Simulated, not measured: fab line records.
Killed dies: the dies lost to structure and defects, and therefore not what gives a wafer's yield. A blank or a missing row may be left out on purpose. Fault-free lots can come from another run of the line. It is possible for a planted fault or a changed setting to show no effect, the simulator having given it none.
fab line records	flow nand-harc
record lots=13	wafers=39	last-day=33
route steps=1302 shown P_M0@283 P_M1@301 END@1302
lots with no fault: from the same line, run without faults
start-h: hours from the record's first day to the start of the lot's first wafer shown	wait-h: time in hours since the lot's previous step	" the same as in the row above	L1.1+2: a single row standing in for several wafers	- value missing, or start not given	* or withheld: withheld	< > ~ a bound
route shown NAME@n: NAME is a module with steps in the file, n the number in the route of the first one	usual: mean/standard deviation of fault-free wafers	same: alike in all rows	chamber/n: place in a boat	sites: each site's reading	_std_site: how widely they spread, as a standard deviation	_edge_site: outer sites' mean less inner sites'	radius-mm: how far each site lies from the wafer's centre	mask NAME#n: copy n	behind: the tool/chamber that last shaped the wafer	hold: what put the lot on hold/how long, in hours/how the hold closed	device: the n, p or np transistor that did not switch	end of line: at the end of the route, the tests of the same wafers	where a step has no rows: the recipe by itself	killed: dies that structure and defects cost at the first sort, which is not the same as the wafer's yield	map: per-die view of a wafer (x killed, . not killed, _ where there is no die)
set.NAME: the setting the step ran with; set.NAME@STEP: the setting that earlier step ran with	model.NAME: the simulator's own value behind a step, which no gauge read
route steps across a sampled set of lots; one table per step, one row per wafer
services: when a tool's chamber went out of use (start-h, in hours from the record's first day, below 0 if earlier), for how many hours, and the reason
## steps
# step NHARC_P_M0_PRE_CLEAN_31
# recipe time-s=12	temp-c=370	rf-power-w=300	gas=NH3
# usual heater-power-w=645/83
lot.wafer	tool	chamber	start-h	wait-h	heater-power-w
L109.2	pecvd-04	0	140.26	0.1	567
L109.3	"	2	"	"	690
L109.5	"	2	"	"	664
L108.2	pecvd-04	2	141.03	0.2	617
L108.4	"	2	"	"	611
L108.6	"	0	"	"	607
L111.1	pecvd-03	1	168.65	0.1	682
L111.6	"	2	"	"	591
L111.5	"	0	"	"	621
L112.2	pecvd-01	2	173.52	0.1	769
L112.5	"	2	"	"	763
L112.6	"	0	"	"	748
L117.3	pecvd-01	1	228.00	0.1	517
L117.1	"	2	"	"	728
L117.6	"	0	"	"	724
L118.2	pecvd-01	2	231.95	0.1	754
L118.1	"	0	"	"	683
L118.6	"	2	"	"	753
L119.6	pecvd-01	1	242.64	0.1	466
L119.5	"	2	"	"	687
L119.4	"	0	"	"	691
L122.2	pecvd-03	2	282.69	0.1	582
L122.4	"	2	"	"	578
L122.6	"	0	"	"	636
L123.1	pecvd-01	1	288.00	0.1	490
L123.4	"	1	"	"	500
L123.6	"	2	"	"	664
L125.3	pecvd-01	1	305.56	0.1	562
L125.1	"	0	"	"	721
L125.5	"	0	"	"	688
L126.3	pecvd-04	2	315.33	0.1	695
L126.4	"	2	"	"	677
L126.5	"	0	"	"	619
L127.3	pecvd-03	2	327.61	0.1	636
L127.5	"	1	"	"	685
L127.6	"	2	"	"	611
L130.3	pecvd-01	1	353.89	0.1	501
L130.6	"	1	"	"	506
L130.4	"	0	"	"	806
# step NHARC_P_M1_CD_MEAS_16
# usual cd-nm=129.7/0.87
lot.wafer	tool	chamber	start-h	wait-h	cd-nm
L109.2	cd-sem-01	-	141.96	-	131.1
L109.3	"	-	"	"	129.2
L109.5	"	-	"	"	129.2
L108.2	cd-sem-03	-	142.73	-	129.6
L108.4	"	-	"	"	128.3
L108.6	"	-	"	"	129.5
L111.1	cd-sem-01	-	170.33	-	130.7
L111.5	"	-	"	"	130.5
L111.6	"	-	"	"	131.0
L112.2	cd-sem-03	-	175.21	-	130.7
L112.5	"	-	"	"	130.2
L112.6	"	-	"	"	130.4
L117.1	cd-sem-03	-	229.81	-	130.8
L117.3	"	-	"	"	129.9
L117.6	"	-	"	"	130.4
L118.1	cd-sem-01	-	233.77	-	129.3
L118.2	"	-	"	"	130.5
L118.6	"	-	"	"	129.1
L119.4	cd-sem-01	-	244.46	-	128.8
L119.5	"	-	"	"	128.9
L119.6	"	-	"	"	129.2
L122.2	cd-sem-01	-	284.54	-	129.2
L122.4	"	-	"	"	129.4
L122.6	"	-	"	"	129.6
L123.1	cd-sem-01	-	289.81	-	129.3
L123.4	"	-	"	"	130.1
L123.6	"	-	"	"	130.5
L125.1	cd-sem-01	-	307.37	-	130.9
L125.3	"	-	"	"	129.9
L125.5	"	-	"	"	130.0
L126.3	cd-sem-02	-	317.14	-	130.9
L126.4	"	-	"	"	131.2
L126.5	"	-	"	"	130.8
L127.3	cd-sem-02	-	329.41	-	131.7
L127.5	"	-	"	"	129.8
L127.6	"	-	"	"	130.7
L130.3	cd-sem-02	-	355.69	-	128.4
L130.4	"	-	"	"	130.3
L130.6	"	-	"	"	129.9
# step NHARC_P_M1_PRE_CLEAN_30
# recipe time-s=30	temp-c=280	gas=H2/He
# usual heater-power-w=399/36
lot.wafer	tool	chamber	start-h	wait-h	heater-power-w
L109.3	pvd-sputter-01	-	-	-	391
L109.2	"	-	"	"	414
L109.5	"	-	"	"	434
L108.4	pvd-sputter-03	-	-	-	336
L108.2	"	-	"	"	426
L108.6	"	-	"	"	336
L111.1	pvd-sputter-01	-	-	-	427
L111.5	"	-	"	"	378
L111.6	"	-	"	"	429
L112.2	pvd-sputter-01	-	-	-	387
L112.5	"	-	"	"	434
L112.6	"	-	"	"	415
L117.1	pvd-sputter-02	-	-	-	427
L117.3	"	-	"	"	403
L117.6	"	-	"	"	409
L118.2	pvd-sputter-03	-	-	-	412
L118.1	"	-	"	"	435
L118.6	"	-	"	"	346
L119.4	pvd-sputter-02	-	-	-	412
L119.6	"	-	"	"	388
L119.5	"	-	"	"	418
L122.2	pvd-sputter-01	-	-	-	431
L122.4	"	-	"	"	382
L122.6	"	-	"	"	436
L123.1	pvd-sputter-03	-	-	-	418
L123.4	"	-	"	"	419
L123.6	"	-	"	"	355
L125.1	pvd-sputter-02	-	-	-	385
L125.3	"	-	"	"	350
L125.5	"	-	"	"	387
L126.4	pvd-sputter-02	-	-	-	432
L126.3	"	-	"	"	389
L126.5	"	-	"	"	345
L127.3	pvd-sputter-03	-	-	-	426
L127.6	"	-	"	"	411
L127.5	"	-	"	"	340
L130.3	pvd-sputter-02	-	-	-	391
L130.4	"	-	"	"	424
L130.6	"	-	"	"	385
# step NHARC_P_M1_ECD_22
# recipe target-thk-a=4000	bath-temp-c=25	material=Cu
# usual bath-temp-c=24.99/0.11
lot.wafer	tool	chamber	start-h	wait-h	bath-temp-c
L109.2	ecd-cu-02	0	143.08	-	25.15
L109.3	"	0	"	"	24.93
L109.5	"	0	"	"	25.07
L108.2	ecd-cu-01	1	143.80	-	24.87
L108.4	"	0	"	"	25.01
L108.6	"	1	"	"	25.08
L111.1	ecd-cu-02	0	171.52	-	25.00
L111.5	"	1	"	"	25.00
L111.6	"	0	"	"	25.00
L112.2	ecd-cu-01	1	176.38	-	24.85
L112.5	"	1	"	"	25.03
L112.6	"	0	"	"	25.03
L117.1	ecd-cu-01	0	230.94	-	25.04
L117.3	"	0	"	"	25.10
L117.6	"	1	"	"	24.92
L118.1	ecd-cu-01	1	234.84	-	24.80
L118.2	"	0	"	"	25.05
L118.6	"	0	"	"	25.04
L119.4	ecd-cu-01	0	245.70	-	25.01
L119.5	"	1	"	"	24.99
L119.6	"	0	"	"	24.86
L122.2	ecd-cu-02	1	285.67	-	24.95
L122.4	"	0	"	"	25.00
L122.6	"	0	"	"	24.96
L123.1	ecd-cu-02	0	290.97	-	25.13
L123.4	"	0	"	"	25.09
L123.6	"	1	"	"	25.22
L125.1	ecd-cu-02	0	308.44	-	25.02
L125.3	"	0	"	"	24.95
L125.5	"	0	"	"	25.08
L126.3	ecd-cu-01	0	318.31	-	25.15
L126.4	"	1	"	"	24.82
L126.5	"	0	"	"	25.13
L127.3	ecd-cu-01	0	330.58	-	24.98
L127.5	"	0	"	"	24.96
L127.6	"	1	"	"	25.03
L130.3	ecd-cu-02	1	356.85	-	25.05
L130.4	"	0	"	"	25.08
L130.6	"	1	"	"	24.82
# step NHARC_P_M1_CMP_23
# recipe t-overpolish-s=20	target-thk-nm=157.82
# usual motor-current-A=12.6/1.2	time-to-endpoint-s=28.1/2.7
lot.wafer	tool	chamber	start-h	wait-h	motor-current-A	time-to-endpoint-s
L109.3	cmp-04	1	143.76	-	12.9	27.7
L109.2	"	2	"	"	13.0	27.4
L109.5	"	2	"	"	12.1	24.4
L108.2	cmp-01	1	144.53	-	12.4	26.3
L108.4	"	2	"	"	14.2	29.2
L108.6	"	2	"	"	13.6	30.8
L111.1	cmp-04	1	172.23	-	13.4	32.4
L111.5	"	0	"	"	11.7	29.1
L111.6	"	1	"	"	13.6	29.6
L112.2	cmp-04	1	177.13	-	12.2	32.8
L112.6	"	0	"	"	11.2	31.7
L112.5	"	1	"	"	13.0	35.1
L117.1	cmp-04	3	231.67	-	12.3	10.5
L117.3	"	0	"	"	11.5	15.4
L117.6	"	1	"	"	13.7	15.1
L118.1	cmp-03	3	235.59	-	11.3	13.1
L118.2	"	0	"	"	13.0	13.8
L118.6	"	2	"	"	12.2	14.2
L119.4	cmp-04	3	246.36	-	11.9	10.6
L119.6	"	1	"	"	13.4	11.8
L119.5	"	2	"	"	12.0	10.9
L122.2	cmp-03	2	286.34	-	12.5	26.7
L122.4	"	0	"	"	12.9	27.3
L122.6	"	3	"	"	11.3	28.2
L123.4	cmp-03	0	291.74	-	12.2	30.5
L123.1	"	1	"	"	12.5	28.3
L123.6	"	3	"	"	11.0	29.1
L125.3	cmp-01	2	309.16	-	13.8	32.7
L125.1	"	0	"	"	15.6	26.7
L125.5	"	2	"	"	12.9	35.6
L126.3	cmp-03	0	318.93	-	12.2	27.9
L126.4	"	2	"	"	12.3	28.6
L126.5	"	1	"	"	13.0	28.1
L127.3	cmp-03	3	331.26	-	11.2	25.3
L127.6	"	1	"	"	12.7	27.1
L127.5	"	2	"	"	12.3	26.2
L130.3	cmp-01	2	357.53	-	13.5	27.4
L130.4	"	3	"	"	12.4	25.4
L130.6	"	0	"	"	15.7	22.7
# step NHARC_END_SORT_01
# recipe temp-c=25
# usual defect-limited-yield=91.2/1.8	killed-at-array=55/12	killed-at-other=1.0/1.2	killed-at-periphery=3.9/2.6	killed-dies=60/12	killed-open=3.3/1.9	killed-short=2.5/1.8
# same gross-dies=677
lot.wafer	tool	chamber	start-h	wait-h	defect-limited-yield[%]	killed-at-array	killed-at-other	killed-at-periphery	killed-dies	killed-open	killed-short
L111.1	prober-01	0	592.76	2.5	87.1	81	2	4	87	2	2
L111.5	prober-01	0	595.97	3.7	87.0	83	1	4	88	8	2
L111.6	prober-01	0	596.77	4.0	86.7	85	2	3	90	2	3
L119.4	prober-01	0	674.40	3.4	92.6	48	1	1	50	3	5
L119.5	prober-01	0	675.21	3.7	93.6	38	0	5	43	6	1
L119.6	prober-01	0	676.02	4.0	93.8	41	0	1	42	4	1
# killed by level:class
L111.1 A_CHANNEL_HOLE_D1:chamber-film-flake=34 A_SLIT:chamber-film-flake=26 A_STAIRCASE:chamber-film-flake=11 A_CHANNEL_HOLE_D2:chamber-film-flake=4 A_DECK1_JOINT:chamber-film-flake=2 A_CONTACT:chamber-film-flake=2 THIN_TSV:chamber-film-flake=2 P_GATE:geometric-particle:open=1
L111.5 A_CHANNEL_HOLE_D1:chamber-film-flake=25 A_SLIT:chamber-film-flake=24 A_STAIRCASE:chamber-film-flake=10 A_CONTACT:chamber-film-flake=8 A_CHANNEL_HOLE_D2:chamber-film-flake=5 P_GATE:chamber-film-flake=3 P_M0:geometric-particle:open=1 A_SOURCE_PLATE:geometric-particle:short=1
L111.6 A_CHANNEL_HOLE_D1:chamber-film-flake=28 A_SLIT:chamber-film-flake=26 A_STAIRCASE:chamber-film-flake=12 A_CONTACT:chamber-film-flake=8 A_CHANNEL_HOLE_D2:chamber-film-flake=6 A_ONON_D1:geometric-particle:short=2 THIN_TSV:chamber-film-flake=2 P_M1:geometric-particle:open=1
L119.4 A_CHANNEL_HOLE_D1:chamber-film-flake=28 A_CONTACT:chamber-film-flake=8 A_M0:chamber-film-flake=2 P_M2:geometric-particle:open=1 A_ONON_D1:geometric-particle:open=1 A_CHANNEL_FILL_D1:geometric-particle:short=1 A_ONON_D2:geometric-particle:short=1 A_WL_FILL:geometric-particle:short=1
L119.5 A_CHANNEL_HOLE_D1:chamber-film-flake=23 A_CONTACT:chamber-film-flake=7 P_M0:geometric-particle:open=3 A_SLIT:chamber-film-flake=2 A_STAIRCASE:chamber-film-flake=2 P_GATE:geometric-particle:short=1 P_CONTACT:geometric-particle:open=1 A_CHANNEL_FILL_D1:geometric-particle:open=1
L119.6 A_CHANNEL_HOLE_D1:chamber-film-flake=28 A_CONTACT:chamber-film-flake=6 P_M0:geometric-particle:open=1 A_DECK1_JOINT:geometric-particle:open=1 A_WL_FILL:geometric-particle:open=1 A_WL_FILL:geometric-particle:short=1 A_CONTACT:geometric-particle:open=1 A_CHANNEL_FILL_D1:chamber-film-flake=1
## services
tool	chamber	start-h	hours	kind
ecd-cu-02	-	120.48	2.8	repair
pecvd-01	-	130.00	13.0	pm
cmp-03	-	143.42	4.3	repair
cmp-03	-	157.08	1.6	repair
pvd-sputter-03	-	159.58	1.4	repair
ecd-cu-01	-	160.00	8.0	pm
cmp-03	-	162.00	4.0	pm
ecd-cu-02	-	168.22	0.5	repair
pvd-sputter-03	-	168.24	3.4	repair
cmp-04	-	209.47	4.0	pm
ecd-cu-02	-	225.13	0.3	repair
pvd-sputter-01	-	226.00	10.0	pm
pvd-sputter-03	-	235.28	4.8	repair
ecd-cu-02	-	244.00	8.0	pm
cmp-03	-	260.00	4.0	pm
pvd-sputter-02	-	260.43	9.8	repair
pvd-sputter-02	-	286.08	10.0	pm
cmp-04	-	307.47	4.0	pm
pecvd-01	-	311.00	13.0	pm
pvd-sputter-03	-	328.09	1.5	repair
cmp-04	-	332.34	18.0	repair
ecd-cu-01	-	336.00	8.0	pm
pvd-sputter-02	-	342.96	7.3	repair
ecd-cu-01	-	344.50	2.5	repair
## key
first-sign step=NHARC_P_M1_CMP_23	reading=time-to-endpoint-s	direction=down	sigmas=5.6	usual=*	struck=*
effect none on later readings
met-at NHARC_P_M1_ECD_22
struck-lots L117,L118,L119
not-acting-at NHARC_P_M0_PRE_CLEAN_31,NHARC_P_M1_CD_MEAS_16,NHARC_P_M1_PRE_CLEAN_30
onset-between 176.38 230.94
fault kind=process-parameter-drift	tool=ecd-cu-01	chamber=-	onset-h=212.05	steps=NHARC_P_M1_ECD_22	channel=target-thk-a	offset=*	shape=step	end-h=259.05	acts-in=*	stated=*
